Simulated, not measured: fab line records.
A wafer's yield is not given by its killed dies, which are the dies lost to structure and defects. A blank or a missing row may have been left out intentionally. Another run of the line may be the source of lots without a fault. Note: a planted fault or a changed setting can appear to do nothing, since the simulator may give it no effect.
A lot that was struck, set against a sound lot + flow n5_finfet + 16 out of 1938 route steps
Sound: these wafers, L567.2, L567.3, L567.4. Struck: wafer L576.1 (L576.2, L576.5, from the same lot, were not struck and are left out); the cause is given at the end.
Each step with rows lists, per side, the tool, then ch with its chambers, then its first start. Under that, the readings that differ: sound wafers + struck wafers + difference of the means + sigmas: that difference in standard deviations of wafers without a fault.
alike: words and numbers the same on both sides, and readings whose means are apart by under 2 such deviations; not compared: readings that were withheld, readings missing a value for some wafer, numbers with overlapping values and no deviation given by the record, and bounds like >300 which may hide the same value.
A row with sigmas, a row that says differs or no value, or rows on one side alone: a step with any of these is where the two part. When numbers do not overlap yet have no deviation, they are printed without sigmas and do not part them. A reading that every wafer of one side lacks parts them only if that side has two wafers or more.

first, 4 steps without rows for these wafers: N5_BEOL_M3_SOFTBAKE_23 (time 60 s); N5_BEOL_M3_EXPOSE_25 (exposes mask V2, defocus 5 nm); N5_BEOL_M3_PEB_26 (peb time 60 s); N5_BEOL_M3_DEVELOP_27 (develop time 30 s).
N5_BEOL_M3_CD_MEAS_28: target cd 25.7 nm, target cd y 23.3 nm.
  sound on cd_sem-03 ch 0, day 9 15:01; struck on cd_sem-02 ch 0, day 11 19:31
  alike: cd_nm
N5_BEOL_M3_OVL_MEAS_29:
  sound on overlay-02 ch 0, day 9 15:04; struck on overlay-02 ch 0, day 11 19:33
  alike: V2_OVL
N5_BEOL_M3_INSPECT_30: inspects for defects (brightfield).
  sound on defect_inspect-02, day 9 15:07; struck on defect_inspect-01, day 11 19:37
  alike: raw_defect_count
N5_BEOL_M3_DESCUM_33: chemistry O2, time 7 s.
  sound on rie_diel-04 ch 0,1,2, day 9 15:09; struck on rie_diel-02 ch 1, day 11 19:39
| reading                     | sound       | struck | difference | sigmas |
|-----------------------------|-------------|--------|------------|--------|
| drypump_motor_current_A (A) | 5.4 6.4 5.9 | 4.9    | -1.0       | -2     |
| rf_hours_counter_h (h)      | 18 55 146   | 16     | -57        |        |
  alike: oes_product_au, rf_vpp_V, showerhead_plenum_p_Torr, throttle_valve_pct
N5_BEOL_M3_ETCH_77: etches underlayer in N2/H2, target depth 6.5 nm, time 5.2 s.
  sound on rie_diel-04 ch 0,1,2, day 9 15:11; struck on rie_diel-02 ch 1, day 11 19:41
| reading                     | sound       | struck | difference | sigmas |
|-----------------------------|-------------|--------|------------|--------|
| drypump_motor_current_A (A) | 5.3 6.4 5.9 | 4.9    | -1.0       | -2     |
| rf_hours_counter_h (h)      | 18 55 146   | 16     | -57        |        |
  alike: etch_rf_on_time_s, oes_product_au, rf_vpp_V, showerhead_plenum_p_Torr, throttle_valve_pct
N5_BEOL_M3_ETCH_69: etches SiARC in CF4, target depth 15.6 nm, time 26 s.
  sound on rie_diel-04 ch 0,1,2, day 9 15:12; struck on rie_diel-02 ch 1, day 11 19:42
| reading                     | sound       | struck | difference | sigmas |
|-----------------------------|-------------|--------|------------|--------|
| drypump_motor_current_A (A) | 5.3 6.4 5.9 | 4.9    | -1.0       | -2     |
| rf_hours_counter_h (h)      | 18 55 146   | 16     | -57        |        |
  alike: etch_rf_on_time_s, oes_product_au, rf_vpp_V, showerhead_plenum_p_Torr, throttle_valve_pct
N5_BEOL_M3_ALD_98: deposits SiO2, target thk 2.5 nm, pulse time 1 s, co reactant pulse time 1 s.
  sound on ald_sin-03 ch 1,2,3, day 9 15:23; struck on ald_sin-04 ch 1, day 11 20:10
| reading                  | sound    | struck | difference | sigmas |
|--------------------------|----------|--------|------------|--------|
| heater_power_outer_w (W) | 40 38 38 | 50     | +11        | +3     |
  alike: heater_power_w, precursor_pulse_height_rel
N5_BEOL_M3_ETCHBACK_99: etches SiO2 in CHF3, target depth 5 nm, time 10.4 s.
  sound on rie_diel-04 ch 1,2,3, day 9 19:46; struck on rie_diel-02 ch 0, day 12 03:43
| reading                         | sound          | struck | difference | sigmas |
|---------------------------------|----------------|--------|------------|--------|
| showerhead_plenum_p_Torr (Torr) | 2.20 2.19 2.10 | 2.28   | +0.12      | +2     |
  alike: drypump_motor_current_A, oes_product_au, rf_vpp_V, throttle_valve_pct
  not compared: rf_hours_counter_h
N5_BEOL_M3_ETCH_70: etches SOC in N2/H2, target depth 80 nm, overetch 16 nm, time 120 s.
  sound on rie_diel-04 ch 1,2,3, day 9 19:48; struck on rie_diel-02 ch 0, day 12 03:44
| reading                                    | sound          | struck | difference | sigmas |
|--------------------------------------------|----------------|--------|------------|--------|
| showerhead_plenum_p_Torr (Torr)            | 2.61 2.59 2.49 | 2.73   | +0.17      | +2     |
| model.SiARC_of_BEOL_M3_COAT_68.thk_nm (nm) | 6.4 6.2 6.2    | 4.2    | -2.1       |        |
  alike: drypump_motor_current_A, oes_product_au, rf_vpp_V, throttle_valve_pct
  not compared: rf_hours_counter_h
then, 1 step without rows for these wafers: N5_BEOL_M3_STRIP_71 (strips in N2/H2).
N5_BEOL_M4_RC_MEAS_101:
  sound on prober-01 ch 0, day 10 08:47; struck on prober-02 ch 0, day 13 04:56
| reading       | sound          | struck | difference | sigmas |
|---------------|----------------|--------|------------|--------|
| DIBL_N (mV/V) | 35.0 36.4 36.8 | 33.0   | -3.1       | -2     |
  alike: DIBL_P, IOFF_N, IOFF_P, ION_N, ION_P, SS_N, SS_P, VT_N, VT_P
-- a jump in the record: the struck wafers' starts before and after are 4 days apart (it breaks off in module BEOL_M4 and resumes in module PASSIVATION, where the first step shown is number 1936 of the route) --
N5_PASSIVATION_PROBE_49:
  sound on prober-02, day 14 11:50; struck on prober-01, day 17 16:40
  alike: defect_limited_yield, killed_at_M0_to_M3, killed_at_M4_up, killed_at_contacts, killed_at_front_end, killed_at_other, killed_dies, killed_on_rim, killed_open, killed_short, sort_bin_5_function, sort_bin_6_memory, sort_n_pass, sort_yield_pct

WHERE THEY PART
Last at N5_BEOL_M4_RC_MEAS_101 as far as this record goes, first at N5_BEOL_M3_DESCUM_33. Later steps at which nothing parts them and some readings are alike: N5_PASSIVATION_PROBE_49.

WHY: what had been put in by the simulator
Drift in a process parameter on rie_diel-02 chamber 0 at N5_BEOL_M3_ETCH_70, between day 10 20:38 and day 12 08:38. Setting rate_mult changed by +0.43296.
